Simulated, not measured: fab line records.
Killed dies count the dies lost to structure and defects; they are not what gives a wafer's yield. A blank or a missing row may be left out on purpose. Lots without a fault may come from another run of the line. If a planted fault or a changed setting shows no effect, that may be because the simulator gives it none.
Chamber matching -- flow n5_finfet -- 4 sister chambers for N5_MOL_CONTACT_COAG_ETCH_110 on rie_diel-05
The step etches Si in CF4/O2, target depth 2.5 nm, time 8 s. 8 wafers are shown with their chamber, then 9 later ones without.

== WAFERS PAIRED WITH THEIR CHAMBERS ==
wafer,chamber,throttle_valve_pct (%),oes_product_au (a.u.)
L074.6,0,10.76,0.84
L081.2,0,10.80,0.82
L085.3,1,10.91,0.75
L085.5,3,10.81,0.79
L085.6,2,10.58,0.85
L091.1,2,10.59,0.85
L091.2,1,10.96,0.74
L091.4,3,10.87,0.79

== WAFERS WHOSE CHAMBER IS MISSING ==
wafer,throttle_valve_pct (%),oes_product_au (a.u.)
L093.4,10.63,0.85
L093.5,10.89,0.79
L093.6,10.97,0.73
L094.2,10.90,0.79
L094.4,10.99,0.72
L094.5,10.63,0.84
L097.1,10.64,0.83
L097.4,11.01,0.73
L097.6,10.64,0.83

== WHICH CHAMBER EACH WENT THROUGH ==
wafer,from the rows above,in truth
L093.4,2,2
L093.5,3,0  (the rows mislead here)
L093.6,1,1
L094.2,3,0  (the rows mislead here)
L094.4,1,1
L094.5,2,2
L097.1,can't be placed: 2 or 0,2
L097.4,1,1
L097.6,can't be placed: 2 or 0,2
Correctly placed: 5 of 9. From these rows, 2 cannot be placed; in 2 the true chamber is one of the candidates. Wrongly placed: 2.
How it was worked out, from the rows above alone: a wafer's distance from a chamber is the root of the sum, over the readings, of the square of ((its reading less the chamber's mean) divided by the reading's scatter). The wafer belongs to the nearest chamber; if the next one is less than 2 further off, it can't be placed. The mean given for a chamber averages the wafers shown for that chamber. How the scatter is found: for the shown wafers, subtract from each reading the mean of its chamber, square and add these, divide the total by (wafers less chambers), then take the root.
